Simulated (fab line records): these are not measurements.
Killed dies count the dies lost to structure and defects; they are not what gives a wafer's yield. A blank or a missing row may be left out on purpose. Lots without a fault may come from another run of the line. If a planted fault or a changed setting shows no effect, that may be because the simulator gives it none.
fab line records	flow n5-finfet	part 1 of 2: steps 1 to 4 of 6
record lots=20	wafers=60	last-day=17
route steps=1938 shown BEOL_M0@718 BEOL_M1@789
lots that met no fault: from a run of the same line without faults
start-h: hours from the record's opening day to when the first of the lot's shown wafers began	wait-h: hours elapsed since this lot's preceding step	" as in the row above	L1.1+2: a row that stands for several wafers	- either no value or no given start	* or withheld: withheld	< > ~ a bound
route shown NAME@n: names a module that has steps shown in the file, with the first one's number in the route	usual: mean/standard deviation of fault-free wafers	same: alike in all rows	chamber/n: place in a boat	sites: readings site by site	_std_site: the values' standard deviation	_edge_site: outer sites' mean less inner sites'	radius-mm: for every site, how far away it sits from the centre of the wafer	mask NAME#n: copy n	behind: tool/chamber where the wafer was last shaped	hold: why the lot went on hold/how many hours it stayed there/how the hold came to an end	device: the n, p or np transistor that did not switch	end of line: the tests these same wafers got at the end of their route	for a step that has no rows: nothing shown but its recipe	killed: dies lost to structure and defects at the first sort, not the wafer's yield	map: a wafer's dies, x killed, . not, _ none there
set.NAME: the setting as run; set.NAME@STEP: as run at that earlier step	model.NAME: the simulator's own value behind a step, which no gauge read
steps of the route over a sample of lots; a table a step, a row a wafer
services: a tool's chamber out of use, with start hour (start-h, from the record's first day; less than 0 if before it), hours out, and reason
## steps
# step N5_BEOL_M0_STRIP_104
# recipe chemistry=N2/H2	power-w=450	temp-c=40	pressure-mtorr=20	rf-frequency-hz=6e+07	overash-fraction=0.3	bias-power-w=7	h2-frac=0.5	n2-flow-sccm=200	h2-flow-sccm=200
# usual bias-power-w=6.999/0.021	drypump-motor-current-A=5.6/0.4	n2-flow-sccm=200.1/0.56	oes-product-au=0.80/0.094	rf-vpp-V=59.1/1.5	showerhead-plenum-p-Torr=2.51/0.058	throttle-valve-pct=23.4/0.34
lot.wafer	tool	chamber	start-h	wait-h	bias-power-w	drypump-motor-current-A	n2-flow-sccm	oes-product-au	rf-hours-counter-h	rf-vpp-V	showerhead-plenum-p-Torr	throttle-valve-pct
L075.2	rie-diel-04	1	123.64	0.0	7.033	5.4	199.4	0.96	8	58.1	2.49	23.6
L075.5	"	0	"	"	6.996	6.1	200.5	0.73	-	60.0	2.48	23.1
L075.6	"	3	"	"	7.003	4.9	200.1	0.78	-	59.1	2.46	23.7
L076.1	rie-diel-01	3	130.32	0.0	7.009	5.3	201.0	0.72	167	62.5	2.63	23.5
L076.4	"	2	"	"	7.010	5.9	200.3	0.68	250	60.1	2.51	23.7
L076.6	"	0	"	"	6.976	5.8	199.4	0.75	-	56.4	2.41	23.2
L077.1	rie-diel-03	0	138.51	0.0	6.997	6.4	200.7	0.73	172	61.4	2.52	23.4
L077.4	"	2	"	"	6.962	5.7	200.2	0.96	-	61.6	2.59	23.1
L077.5	"	0	"	"	7.012	6.3	200.8	0.73	-	60.9	2.52	23.4
L078.1	rie-diel-04	1	140.09	0.0	7.011	5.4	199.5	0.96	14	58.6	2.49	23.7
L078.2	"	2	"	"	6.947	5.5	199.9	0.88	45	54.2	2.46	22.8
L078.3	"	0	"	"	7.001	6.1	201.1	0.73	219	59.4	2.48	23.1
L080.2	rie-diel-04	1	149.76	0.0	6.999	5.4	200.2	0.92	17	60.4	2.49	23.7
L080.4	"	0	"	"	7.015	6.0	199.0	0.72	221	58.7	2.48	23.0
L080.5	"	2	"	"	7.022	5.5	200.8	0.86	-	58.7	2.46	22.8
L079.2	rie-diel-03	0	149.90	0.0	7.024	6.4	199.5	0.73	175	61.5	2.52	23.4
L079.4	"	2	"	"	7.003	5.6	199.7	0.95	20	60.8	2.59	23.0
L079.6	"	2	"	"	6.978	5.6	200.6	0.95	-	61.9	2.59	23.1
L082.1	rie-diel-04	0	165.10	0.0	6.997	6.1	200.0	0.72	226	59.1	2.48	23.1
L082.4	"	1	"	"	6.985	5.4	200.4	0.93	21	57.6	2.49	23.7
L082.5	"	2	"	"	6.998	5.5	200.0	0.87	-	60.1	2.45	22.9
L081.1	rie-diel-03	2	165.14	0.0	7.003	5.6	200.0	0.94	25	57.9	2.59	23.0
L081.4	"	1	"	"	6.985	5.1	200.3	0.92	8	61.3	2.58	23.6
L081.5	"	3	"	"	7.024	5.4	200.7	0.69	-	62.3	2.52	23.9
L083.1	rie-diel-01	0	172.03	0.0	6.962	5.8	199.9	0.72	209	60.2	2.40	23.3
L083.4	"	2	"	"	7.001	5.9	200.7	0.97	5	61.2	2.51	23.4
L083.5	"	0	"	"	6.982	5.8	199.2	0.72	-	58.5	2.40	23.3
L084.1	rie-diel-03	2	178.10	0.0	7.039	5.7	198.7	0.92	30	58.6	2.59	23.1
L084.2	"	0	"	"	7.005	6.4	200.3	0.70	186	60.4	2.51	23.4
L084.5	"	3	"	"	7.025	5.4	200.6	0.68	-	58.6	2.52	24.0
L085.3	rie-diel-04	3	192.01	0.0	7.050	4.9	199.8	0.75	170	57.9	2.45	23.8
L085.4	"	0	"	"	6.994	6.1	201.5	0.71	234	59.0	2.47	23.1
L085.5	"	0	"	"	6.993	6.0	201.4	0.71	-	57.6	2.47	23.1
L086.3	rie-diel-04	2	197.65	0.0	6.994	5.5	199.8	0.84	64	58.1	2.45	22.8
L086.4	"	0	"	"	7.001	6.1	200.2	0.73	237	59.3	2.47	23.1
L086.6	"	0	"	"	7.002	6.0	200.5	0.71	-	60.6	2.47	23.1
L087.1	rie-diel-04	0	197.71	0.0	7.033	6.0	199.5	0.70	237	58.3	2.47	23.1
L087.4	"	3	"	"	7.008	4.9	200.4	0.76	172	58.9	2.45	23.8
L087.6	"	2	"	"	7.019	5.6	200.3	0.84	-	60.3	2.45	22.8
L088.1	rie-diel-03	2	198.94	0.0	6.997	5.6	199.8	0.90	36	60.1	2.59	23.1
L088.4	"	1	"	"	6.992	5.1	198.9	0.87	18	58.9	2.58	23.6
L088.5	"	3	"	"	7.030	5.4	200.5	0.68	-	59.6	2.51	24.0
L089.2	rie-diel-04	1	208.03	0.0	6.995	5.4	199.3	0.90	37	58.5	2.48	23.7
L089.4	"	0	"	"	6.989	6.1	199.6	0.70	241	58.1	2.47	23.1
L089.6	"	2	"	"	7.032	5.5	199.8	0.83	-	55.3	2.45	22.9
L090.2	rie-diel-01	1	211.58	0.0	6.976	5.8	200.1	0.83	72	58.9	2.56	23.0
L090.3	"	3	"	"	6.992	5.3	200.0	0.68	198	59.2	2.61	23.5
L090.6	"	1	"	"	6.976	5.7	199.8	0.83	-	58.2	2.56	23.0
L091.1	rie-diel-04	0	220.82	0.0	6.980	6.1	199.2	0.70	246	59.6	2.47	23.1
L091.3	"	1	"	"	6.980	5.4	199.7	0.89	42	57.7	2.48	23.7
L091.6	"	1	"	"	7.014	5.4	200.1	0.88	-	59.2	2.48	23.7
L093.2	rie-diel-04	0	230.81	0.0	6.960	6.1	200.5	0.71	251	58.9	2.47	23.1
L093.3	"	2	"	"	6.982	5.5	199.8	0.83	77	58.2	2.44	22.9
L093.5	"	2	"	"	6.977	5.5	199.2	0.81	-	58.8	2.44	22.9
L094.1	rie-diel-01	1	237.67	0.0	6.989	5.7	199.9	0.84	80	58.0	2.56	23.0
L094.4	"	3	"	"	6.983	5.3	200.5	0.69	205	59.1	2.61	23.5
L094.5	"	3	"	"	6.980	5.3	200.8	0.69	-	58.3	2.61	23.5
L097.1	rie-diel-03	1	254.98	0.0	7.013	5.2	199.9	0.85	39	58.5	2.57	23.6
L097.2	"	2	"	"	7.021	5.6	201.2	0.88	57	57.9	2.58	23.1
L097.3	"	0	"	"	6.982	6.4	200.0	0.70	213	58.8	2.50	23.4
# step N5_BEOL_M0_OCD_MEAS_108
# usual trench-depth-nm=32.9/0.74
lot.wafer	tool	chamber	start-h	wait-h	trench-depth-nm
L075.2	ocd-01	-	123.91	0.1	33.3
L075.5	"	-	"	"	33.1
L075.6	"	-	"	"	31.7
L076.1	ocd-02	-	130.61	0.1	32.5
L076.4	"	-	"	"	32.5
L076.6	"	-	"	"	31.8
L077.1	ocd-02	-	138.78	0.1	34.2
L077.4	"	-	"	"	33.1
L077.5	"	-	"	"	32.4
L078.1	ocd-02	-	140.48	0.1	31.9
L078.2	"	-	"	"	33.7
L078.3	"	-	"	"	33.6
L080.2	ocd-01	-	150.12	0.1	33.5
L080.4	"	-	"	"	31.4
L080.5	"	-	"	"	33.9
L079.2	ocd-01	-	150.18	0.1	33.9
L079.4	"	-	"	"	33.8
L079.6	"	-	"	"	31.9
L082.1	ocd-02	-	165.71	0.1	32.4
L082.4	"	-	"	"	33.3
L082.5	"	-	"	"	32.9
L081.1	ocd-01	-	165.82	0.1	32.2
L081.4	"	-	"	"	33.4
L081.5	"	-	"	"	33.0
L083.1	ocd-02	-	172.30	0.1	32.7
L083.4	"	-	"	"	33.4
L083.5	"	-	"	"	33.3
L084.1	ocd-01	-	178.44	0.1	33.2
L084.2	"	-	"	"	32.1
L084.5	"	-	"	"	33.3
L085.3	ocd-02	-	192.29	0.1	32.8
L085.4	"	-	"	"	33.8
L085.5	"	-	"	"	33.8
L086.3	ocd-02	-	197.92	0.1	32.3
L086.4	"	-	"	"	32.6
L086.6	"	-	"	"	32.4
L087.1	ocd-01	-	197.99	0.1	32.2
L087.4	"	-	"	"	33.8
L087.6	"	-	"	"	32.1
L088.1	ocd-02	-	199.21	0.1	34.1
L088.4	"	-	"	"	32.4
L088.5	"	-	"	"	33.9
L089.2	ocd-01	-	208.30	0.1	33.1
L089.4	"	-	"	"	31.1
L089.6	"	-	"	"	33.3
L090.2	ocd-02	-	212.23	0.1	33.7
L090.3	"	-	"	"	32.6
L090.6	"	-	"	"	33.2
L091.1	ocd-02	-	221.09	0.1	32.9
L091.3	"	-	"	"	32.8
L091.6	"	-	"	"	32.8
L093.2	ocd-02	-	231.16	0.1	32.8
L093.3	"	-	"	"	33.7
L093.5	"	-	"	"	33.7
L094.1	ocd-02	-	237.94	0.1	32.7
L094.4	"	-	"	"	33.2
L094.5	"	-	"	"	33.8
L097.1	ocd-02	-	255.48	0.1	32.5
L097.2	"	-	"	"	31.9
L097.3	"	-	"	"	32.5
# step N5_BEOL_M1_DESCUM_33
# recipe chemistry=O2	time-s=7	source-power-w=50	bias-power-w=20	pressure-mtorr=20	rf-frequency-hz=2.712e+07	temp-c=40	resist=CAR-EUV	o2-flow-sccm=225
# usual bias-power-w=20.00/0.06	drypump-motor-current-A=5.8/0.35	o2-flow-sccm=225.0/0.62	oes-product-au=0.79/0.068	rf-vpp-V=242.7/1.6	showerhead-plenum-p-Torr=2.06/0.077	throttle-valve-pct=20.4/0.35
lot.wafer	tool	chamber	start-h	wait-h	bias-power-w	drypump-motor-current-A	o2-flow-sccm	oes-product-au	rf-hours-counter-h	rf-vpp-V	showerhead-plenum-p-Torr	throttle-valve-pct
L075.2	rie-diel-06	0	132.62	0.4	20.01	6.3	224.4	0.91	33	243.1	2.14	20.5
L075.5	"	0	"	"	19.96	6.3	225.0	0.91	-	243.7	2.14	20.5
L075.6	"	1	"	"	19.98	5.8	224.6	0.74	-	242.5	1.99	20.7
L076.1	rie-diel-06	1	135.58	0.1	19.95	5.8	223.9	0.74	203	241.4	1.99	20.7
L076.4	"	0	"	"	20.00	6.3	225.1	0.91	-	242.4	2.14	20.5
L076.6	"	2	"	"	20.04	5.6	224.1	0.77	-	244.9	2.17	20.1
L077.1	rie-diel-05	0	145.95	0.4	19.98	5.5	224.8	0.88	49	244.5	2.05	20.0
L077.4	"	2	"	"	20.14	6.0	224.2	0.76	126	240.2	1.93	20.0
L077.5	"	0	"	"	20.03	5.5	225.2	0.89	-	243.4	2.05	20.0
L078.1	rie-diel-05	3	146.20	0.2	20.08	5.9	224.7	0.79	142	246.7	2.16	20.6
L078.2	"	0	"	"	19.99	5.5	226.5	0.89	49	243.6	2.05	20.1
L078.3	"	2	"	"	20.03	6.0	225.7	0.76	126	240.2	1.93	20.0
L080.2	rie-diel-05	1	158.76	0.0	19.97	5.5	225.3	0.73	199	242.7	2.03	21.3
L080.4	"	0	"	"	19.87	5.5	225.3	0.89	52	241.8	2.05	20.0
L080.5	"	2	"	"	19.98	6.0	224.9	0.77	-	239.6	1.92	20.0
L079.2	rie-diel-02	3	158.97	0.0	20.11	6.2	225.0	0.86	68	242.5	2.01	20.1
L079.4	"	1	"	"	20.09	6.0	225.8	0.70	191	242.6	2.01	20.6
L079.6	"	1	"	"	20.01	6.0	224.4	0.70	-	239.0	2.01	20.6
L082.1	rie-diel-02	1	171.31	0.0	20.01	6.0	224.8	0.69	195	242.3	2.01	20.6
L082.4	"	3	"	"	19.96	6.2	225.0	0.85	72	243.6	2.01	20.1
L082.5	"	1	"	"	19.98	6.0	224.8	0.69	-	240.7	2.01	20.6
L081.1	rie-diel-06	1	172.70	0.0	19.91	5.8	225.8	0.73	213	241.6	1.99	20.8
L081.4	"	2	"	"	20.04	5.6	224.7	0.78	148	245.7	2.17	20.1
L081.5	"	0	"	"	20.04	6.3	225.5	0.89	-	243.7	2.14	20.5
L083.1	rie-diel-05	2	178.51	0.0	20.04	6.0	224.9	0.75	135	241.3	1.92	20.0
L083.4	"	3	"	"	20.02	5.9	225.1	0.78	149	245.5	2.16	20.6
L083.5	"	2	"	"	20.05	6.0	224.4	0.75	-	240.5	1.92	20.0
L084.1	rie-diel-05	0	185.56	0.2	20.03	5.5	224.7	0.88	60	243.6	2.05	20.1
L084.2	"	1	"	"	20.12	5.5	224.7	0.71	207	241.9	2.03	21.3
L084.5	"	0	"	"	19.94	5.5	225.3	0.88	-	241.9	2.05	20.1
L085.3	rie-diel-02	0	199.55	0.0	20.05	5.2	224.2	0.74	160	242.5	2.09	20.5
L085.4	"	1	"	"	20.03	6.0	226.1	0.69	204	241.6	2.01	20.6
L085.5	"	3	"	"	20.06	6.2	224.7	0.83	-	242.2	2.01	20.1
L086.3	rie-diel-05	3	204.07	0.4	20.04	5.9	225.9	0.77	157	244.8	2.15	20.6
L086.4	"	1	"	"	20.05	5.5	224.5	0.71	212	241.3	2.03	21.3
L086.6	"	0	"	"	19.98	5.5	224.7	0.87	-	243.5	2.04	20.1
L087.1	rie-diel-05	2	205.12	0.0	20.07	6.0	225.2	0.75	143	239.6	1.92	20.0
L087.4	"	1	"	"	19.95	5.5	224.0	0.71	213	241.8	2.03	21.3
L087.6	"	0	"	"	20.01	5.5	225.0	0.88	-	241.8	2.04	20.1
L088.1	rie-diel-02	0	205.70	0.0	20.03	5.2	225.8	0.75	162	242.8	2.09	20.5
L088.4	"	1	"	"	19.99	6.0	224.1	0.69	206	241.2	2.01	20.6
L088.5	"	0	"	"	20.08	5.2	225.6	0.75	-	241.9	2.09	20.5
L089.2	rie-diel-02	3	213.81	0.0	20.03	6.2	226.3	0.82	85	243.9	2.01	20.1
L089.4	"	1	"	"	20.05	6.0	224.2	0.68	208	242.4	2.01	20.6
L089.6	"	2	"	"	20.03	5.6	225.1	0.83	-	245.1	2.18	20.4
L090.2	rie-diel-05	2	225.99	1.1	20.03	6.0	224.8	0.74	148	240.4	1.92	20.1
L090.3	"	0	"	"	20.08	5.5	224.0	0.86	71	242.6	2.04	20.1
L090.6	"	3	"	"	19.99	5.9	224.3	0.76	-	244.2	2.15	20.6
L091.1	rie-diel-02	0	227.43	0.0	20.01	5.3	226.1	0.74	168	243.3	2.09	20.5
L091.3	"	1	"	"	20.02	6.0	224.6	0.68	212	239.8	2.00	20.6
L091.6	"	3	"	"	20.04	6.2	225.0	0.82	-	244.4	2.00	20.1
L093.2	rie-diel-06	0	236.73	0.0	19.93	6.3	224.3	0.86	63	243.3	2.13	20.5
L093.3	"	1	"	"	20.05	5.7	224.4	0.72	232	241.9	1.98	20.8
L093.5	"	3	"	"	19.94	6.4	224.1	0.90	-	242.0	2.06	20.0
L094.1	rie-diel-02	1	245.28	0.0	19.86	6.0	224.1	0.69	218	242.1	2.00	20.6
L094.4	"	3	"	"	19.89	6.2	225.3	0.82	-	243.4	2.00	20.1
L094.5	"	1	"	"	19.90	6.0	225.1	0.68	-	241.4	2.00	20.6
L097.1	rie-diel-06	0	264.55	0.6	20.08	6.3	224.6	0.84	72	243.6	2.13	20.6
L097.2	"	2	"	"	20.05	5.6	225.7	0.74	175	245.2	2.16	20.1
L097.3	"	3	"	"	19.86	6.5	225.5	0.87	35	243.2	2.06	20.0
# step N5_BEOL_M1_VIA_ETCH_34
# recipe chemistry=C4F6/O2	target-depth-a=678	mask-material=SOC	pressure-mtorr=15	ion-energy-ev=250	taper-deg=4	time-s=64.4	source-w=350	bias-w=170	Ar_flow_sccm=300	C4F6_flow_sccm=10	O2_flow_sccm=10
# usual drypump-motor-current-A=5.8/0.34	oes-product-au=0.79/0.071	rf-vpp-V=660/18	showerhead-plenum-p-Torr=2.80/0.12	throttle-valve-pct=30.8/0.41
lot.wafer	tool	chamber	start-h	wait-h	drypump-motor-current-A	oes-product-au	rf-hours-counter-h	rf-vpp-V	showerhead-plenum-p-Torr	throttle-valve-pct
L075.2	rie-diel-02	0	136.61	0.0	5.2	0.75	140	634	2.81	30.6
L075.5	"	3	"	"	6.2	0.87	-	670	2.79	30.9
L075.6	"	0	"	"	5.2	0.76	-	632	2.81	30.6
L076.1	rie-diel-02	0	138.48	0.0	5.2	0.76	140	632	2.81	30.6
L076.4	"	2	"	"	5.7	0.87	51	671	3.00	30.9
L076.6	"	3	"	"	6.2	0.87	-	671	2.79	30.9
L077.1	rie-diel-05	2	149.79	0.0	6.0	0.77	127	651	2.63	30.2
L077.4	"	3	"	"	5.9	0.76	142	703	2.98	31.3
L077.5	"	3	"	"	5.9	0.76	-	703	2.98	31.3
L078.1	rie-diel-06	3	149.91	0.0	6.4	0.97	3	649	2.79	30.3
L078.2	"	1	"	"	5.8	0.72	207	661	2.71	31.2
L078.3	"	0	"	"	6.3	0.88	39	649	2.86	30.5
L080.2	rie-diel-05	0	171.98	0.0	5.5	0.90	56	664	2.78	30.4
L080.4	"	3	"	"	5.9	0.76	148	701	2.98	31.3
L080.5	"	1	"	"	5.4	0.72	-	649	2.72	31.6
L079.2	rie-diel-02	2	173.60	0.0	5.7	0.84	61	673	2.99	30.9
L079.4	"	1	"	"	6.0	0.70	195	647	2.68	30.5
L079.6	"	2	"	"	5.6	0.83	-	672	3.00	30.9
L082.1	rie-diel-05	2	176.75	0.0	6.0	0.75	135	650	2.63	30.2
L082.4	"	3	"	"	5.9	0.76	149	703	2.98	31.3
L082.5	"	0	"	"	5.5	0.90	-	664	2.78	30.4
L081.1	rie-diel-02	0	176.83	0.0	5.2	0.75	152	632	2.81	30.6
L081.4	"	1	"	"	6.0	0.70	196	647	2.68	30.5
L081.5	"	2	"	"	5.7	0.85	-	673	2.99	30.9
L083.1	rie-diel-05	0	180.02	0.0	5.5	0.90	58	662	2.78	30.4
L083.4	"	1	"	"	5.5	0.73	205	648	2.72	31.6
L083.5	"	2	"	"	6.0	0.76	-	651	2.63	30.2
L084.1	rie-diel-02	0	187.12	0.0	5.2	0.74	156	633	2.81	30.6
L084.2	"	1	"	"	6.0	0.70	200	646	2.68	30.5
L084.5	"	1	"	"	6.0	0.70	-	647	2.68	30.5
L085.3	rie-diel-02	2	204.80	0.0	5.7	0.83	71	670	2.99	30.9
L085.4	"	0	"	"	5.2	0.74	161	633	2.80	30.6
L085.5	"	3	"	"	6.2	0.83	-	670	2.78	30.9
L087.1	rie-diel-05	1	208.23	0.0	5.5	0.71	213	649	2.71	31.6
L087.4	"	2	"	"	6.0	0.75	144	650	2.62	30.2
L087.6	"	0	"	"	5.5	0.88	-	662	2.78	30.4
L086.3	rie-diel-06	1	214.52	0.0	5.8	0.71	225	663	2.70	31.2
L086.4	"	2	"	"	5.6	0.74	160	662	2.97	30.6
L086.6	"	1	"	"	5.8	0.70	-	662	2.70	31.2
L088.1	rie-diel-02	0	214.54	0.0	5.3	0.74	164	632	2.80	30.6
L088.4	"	3	"	"	6.2	0.83	85	670	2.78	30.9
L088.5	"	2	"	"	5.7	0.84	-	672	2.99	30.9
L089.2	rie-diel-06	1	220.90	0.0	5.7	0.71	226	663	2.70	31.2
L089.4	"	2	"	"	5.6	0.74	161	663	2.97	30.6
L089.6	"	0	"	"	6.3	0.86	-	650	2.86	30.5
L090.2	rie-diel-02	3	226.56	0.0	6.2	0.83	88	668	2.77	30.9
L090.3	"	2	"	"	5.7	0.83	78	671	2.99	30.9
L090.6	"	1	"	"	6.0	0.70	-	645	2.67	30.5
L091.1	rie-diel-05	0	230.71	0.0	5.5	0.88	73	662	2.78	30.5
L091.3	"	3	"	"	5.9	0.76	164	702	2.97	31.3
L091.6	"	3	"	"	5.9	0.75	-	700	2.97	31.3
L093.2	rie-diel-05	1	243.99	0.0	5.5	0.71	223	649	2.71	31.6
L093.3	"	2	"	"	6.0	0.74	152	652	2.62	30.2
L093.5	"	0	"	"	5.5	0.87	-	663	2.77	30.4
L094.1	rie-diel-05	3	247.17	0.0	5.9	0.75	168	702	2.97	31.3
L094.4	"	0	"	"	5.5	0.87	77	662	2.77	30.5
L094.5	"	1	"	"	5.5	0.71	-	650	2.71	31.6
L097.1	rie-diel-05	1	277.16	0.0	5.5	0.70	236	648	2.70	31.6
L097.2	"	2	"	"	6.0	0.73	165	651	2.62	30.2
L097.3	"	3	"	"	6.0	0.73	180	702	2.96	31.3
